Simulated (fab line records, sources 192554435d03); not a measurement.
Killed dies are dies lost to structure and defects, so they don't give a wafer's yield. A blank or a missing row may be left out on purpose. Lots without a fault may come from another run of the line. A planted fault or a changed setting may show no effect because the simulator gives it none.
Problem report in the 8D (eight disciplines) form, filled by code | flow n5_finfet | the parts of the form that need people (team, actions taken, sign-off) are left out

1. THE PROBLEM
thk_nm at N5_SD_EPI_N_EPI_MEAS_23 reads a mean of 44.9 nm on 6 wafers of 2 lots; wafers without a fault read 59.1 nm with a standard deviation of 1.1. That is -13 standard deviations from the usual mean.
First seen on wafer L797.1, day 7 05:15, on film_metro-01. The record holds 30 wafers of 10 lots with a number at this step. Rule for "out", or "out of limits": more than 4 standard deviations from the usual mean. The other wafers with a number count as sound.

2. WHAT IT IS AND WHAT IT IS NOT
question                    | is                           | is not
which readings at this step | thk_nm                       | -
which lots                  | L797, L799                   | L781, L783, L785, L788, L789, L801, L802, L804
which wafers of those lots  | all that have a number       | -
read on which gauges        | film_metro-01, film_metro-02 | -
when                        | from day 7 05:15             | up to then (15 sound wafers); but 9 sound wafers of L801, L802, L804 came after

3. SUSPECTS, AND WHAT RULES EACH OUT
Counting: a tool at a process step up to the reading stays a suspect if it ran every lot that is out and no sound lot after the first of them.
- the gauge at N5_SD_EPI_N_EPI_MEAS_23: ruled out. The wafers that are out were read on 2 gauges (film_metro-01, film_metro-02).
- plasma_asher-01 at N5_SD_EPI_N_STRIP_38 (strips in N2/H2): kept. It ran every lot that is out, first L797 (day 7 02:39), and no sound lot after that; its last sound lot up to then is L789 (day 5 03:37).
- epi_rpcvd-02 at N5_SD_EPI_N_EPI_21 (deposits Si:P, time 690 s): kept. It ran every lot that is out, first L797 (day 7 03:32), and no sound lot after that; its last sound lot up to then is L789 (day 5 04:31). Its own readings are out on those wafers: chamber_pressure_Torr.
Left after counting: plasma_asher-01 at N5_SD_EPI_N_STRIP_38, epi_rpcvd-02 at N5_SD_EPI_N_EPI_21.

4. THE CAUSE (what the simulator had put in)
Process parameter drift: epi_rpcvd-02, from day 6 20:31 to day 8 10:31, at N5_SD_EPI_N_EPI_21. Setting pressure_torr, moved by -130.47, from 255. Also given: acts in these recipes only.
Counting left 2 suspects, and this tool is among them.

5. THE CHAIN OF EFFECTS, in route order
Each row: a reading whose mean over the struck wafers that have a number lies more than 3 standard deviations from the usual. Only readings for which the record gives a usual standard deviation are gone through. hours: the time from each lot's start at the first step in this table that gives one to its start at this step, as a median over the lots. sigmas: the change in usual standard deviations.
hours | step                    | reading               | usual      | on struck wafers | change | sigmas
0     | N5_SD_EPI_N_EPI_21      | chamber_pressure_Torr | 255.1 Torr | 124.7            | -130.4 | -99 or more
2     | N5_SD_EPI_N_EPI_MEAS_23 | thk_nm                | 59.1 nm    | 44.9             | -14.2  | -13
The process steps in it:
- N5_SD_EPI_N_EPI_21: deposits Si:P, time 690 s.

6. WHAT WOULD HAVE CAUGHT IT SOONER
In this record the first reading out of limits at a measuring or inspecting step was taken at day 7 05:15, 9 hours after the fault began at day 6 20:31.
The tool's own readings at N5_SD_EPI_N_EPI_21 were out on every struck wafer that the step has a row for (chamber_pressure_Torr): an alarm limit on them would have fired on the first of those.
Of the lots that are out (2), L799 began N5_SD_EPI_N_EPI_21 on epi_rpcvd-02 after day 7 05:15. A hold on the tool at that time would have spared it.
